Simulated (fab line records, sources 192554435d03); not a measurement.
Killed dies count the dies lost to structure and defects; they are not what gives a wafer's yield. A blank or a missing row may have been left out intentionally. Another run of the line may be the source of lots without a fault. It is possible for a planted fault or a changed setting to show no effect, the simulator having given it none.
Split-lot experiment | flow n5_finfet | route with 1938 steps; 7 lots, 21 wafers read

## ON THE SPLIT
At N5_MOL_CONTACT_COAG_CONTACT_ETCH_14 (etches SiO2 in C4F6/O2, target depth 27.5 nm, overetch 8.5 nm, time 20 s), the setting source_w was moved away from the recipe's 370 W on 8 of the 21 wafers read, by -10.3% to +11.1%. All remaining wafers had this setting at the recipe value.

The split's own step is where the reading is taken.

## THE READING
rf_vpp_V, in V, at N5_MOL_CONTACT_COAG_CONTACT_ETCH_14 (etches SiO2 in C4F6/O2, target depth 27.5 nm, overetch 8.5 nm, time 20 s). Typical for fault-free wafers on this fab line: 693.4 V, with standard deviation 1.9 V.

wafer  | tool, chamber at the split | source_w as run, W | against the recipe | rf_vpp_V, V | against lot-mates on the recipe
L079.1 | rie_diel-05, 3             | 370                | recipe             | 696.3       | -
L079.2 | rie_diel-05, 2             | 404.3              | +9.3%              | 672.8       | -23.5
L079.3 | rie_diel-05, 1             | 404.3              | +9.3%              | 673.2       | -23.1
L083.1 | rie_diel-02, 0             | 402.3              | +8.7%              | 679.4       | -13.4
L083.3 | rie_diel-02, 2             | 370                | recipe             | 692.9       | -
L083.6 | rie_diel-02, 2             | 370                | recipe             | 692.8       | -
L085.1 | rie_diel-04, 3             | 351.3              | -5.1%              | 703.6       | +10.1
L085.5 | rie_diel-04, 1             | 370                | recipe             | 695.1       | -
L085.6 | rie_diel-04, 2             | 370                | recipe             | 692.0       | -
L086.2 | rie_diel-04, 1             | 370                | recipe             | 696.1       | -
L086.4 | rie_diel-04, 0             | 370                | recipe             | 691.1       | -
L086.6 | rie_diel-04, 0             | 331.9              | -10.3%             | 714.6       | +21.0
L089.1 | rie_diel-04, 2             | 370                | recipe             | 691.7       | -
L089.3 | rie_diel-04, 1             | 370                | recipe             | 695.4       | -
L089.5 | rie_diel-04, 3             | 370                | recipe             | 695.2       | -
L093.1 | rie_diel-04, 1             | 370                | recipe             | 695.6       | -
L093.4 | rie_diel-04, 0             | 400.2              | +8.2%              | 674.1       | -20.4
L093.6 | rie_diel-04, 1             | 370                | recipe             | 693.5       | -
L096.1 | rie_diel-05, 3             | 411.2              | +11.1%             | 674.9       | -15.5
L096.3 | rie_diel-05, 1             | 370                | recipe             | 690.4       | -
L096.5 | rie_diel-05, 1             | 411.2              | +11.1%             | 670.1       | -20.3

FIT RESULTS
A straight line over all 21 wafers: rf_vpp_V changes by -2.02 V for each +1% of source_w; r = -0.98; the points scatter about the line by 2.2 V.
The same after taking each lot's own level away (the mean of its wafers on the recipe; 21 wafers): -1.99 V for each +1%; r = -0.97; scatter 2.9 V.
Per that fit: largest source_w move, reading shift of 22 V.
From 690.40 to 696.30 V: that is the span of the lots' own levels, equal to 3.1 times the standard deviation above.
The two slopes agree, so the slope changes little with the lot-to-lot level.
Check: with one of the wafers moved furthest among these (+11.1%) left out of the fit, the line predicts -23.7 V for it against its lot-mates. Against them it came out at -15.5 V.
Tool readings at the split's step, against how far the setting was moved: rf_vpp_V r = -0.98.

## ADDITIONAL SPLITS CARRIED BY THESE WAFERS
Note: prior to the reading, these wafers also went through further splits. Each is held against what the fit with the lots' levels taken away leaves over:
other split on the same wafers | wafers away from the commonest value | r with rf_vpp_V (lot level and that fit taken away)
N5_FIN_CUT_COAT_19 spin_rpm    | 5                                    | +0.14
N5_SPACER0_ALD_00 ald_cycles   | 6                                    | -0.10
N5_SD_EPI_P_COAT_34 spin_rpm   | 8                                    | +0.30
N5_HKMG_FIN_ETCH_54 source_w   | 6                                    | +0.20
N5_HKMG_FIN_ETCH_55 bias_w     | 7                                    | -0.09
N5_GATE_CUT_ALD_22 ald_cycles  | 10                                   | -0.04

## FILE'S OWN FIT
rf_vpp_V changes by -1.99 V for each +1% of source_w, r = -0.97.
